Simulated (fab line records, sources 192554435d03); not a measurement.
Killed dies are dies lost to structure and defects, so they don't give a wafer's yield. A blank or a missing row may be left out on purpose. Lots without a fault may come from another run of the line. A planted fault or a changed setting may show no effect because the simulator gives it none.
Chamber matching | flow n5_finfet | N5_BEOL_M14_CMP_49 on cmp-02: 4 sister chambers
The step polishes, stops on SiO2, t overpolish 5.2 s, target thk 560 nm. 4 wafers are shown with their chamber, then 8 later ones without.

WAFERS WITH THEIR CHAMBER
wafer  | chamber | time_to_endpoint_s (s)
L080.5 | 2       | 124
L089.5 | 1       | 127
L089.6 | 0       | 120
L087.1 | 3       | 117

WAFERS WITHOUT THEIR CHAMBER
wafer  | time_to_endpoint_s (s)
L087.4 | 118
L087.6 | 121
L088.1 | 129
L088.3 | 122
L088.6 | 116
L096.3 | 127
L096.5 | 134
L096.6 | 124

WHICH CHAMBER EACH WENT THROUGH
wafer  | from the rows above               | in truth
L087.4 | can't be placed: 3 or 0 or 2      | 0
L087.6 | can't be placed: 0 or 2 or 3 or 1 | 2
L088.1 | can't be placed: 1 or 2           | 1
L088.3 | can't be placed: 0 or 2 or 1 or 3 | 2
L088.6 | can't be placed: 3 or 0           | 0
L096.3 | can't be placed: 1 or 2           | 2
L096.5 | can't be placed: 1 or 2           | 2
L096.6 | can't be placed: 2 or 1 or 0      | 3
Placed correctly: 0 of 8. Can't be placed from these rows: 8 (the true chamber is among the candidates in 7). Placed wrongly: 0.
How it was worked out, from the rows above alone: a wafer's distance from a chamber is the root of the sum, over the readings, of the square of ((its reading less the chamber's mean) divided by the reading's scatter). The wafer belongs to the nearest chamber; if the next one is less than 2 further off, it can't be placed. A chamber's mean is the mean of its shown wafers. The scatter: with one shown wafer a chamber, the root of the mean of the squares of how far each hidden wafer lies from its nearest shown one.
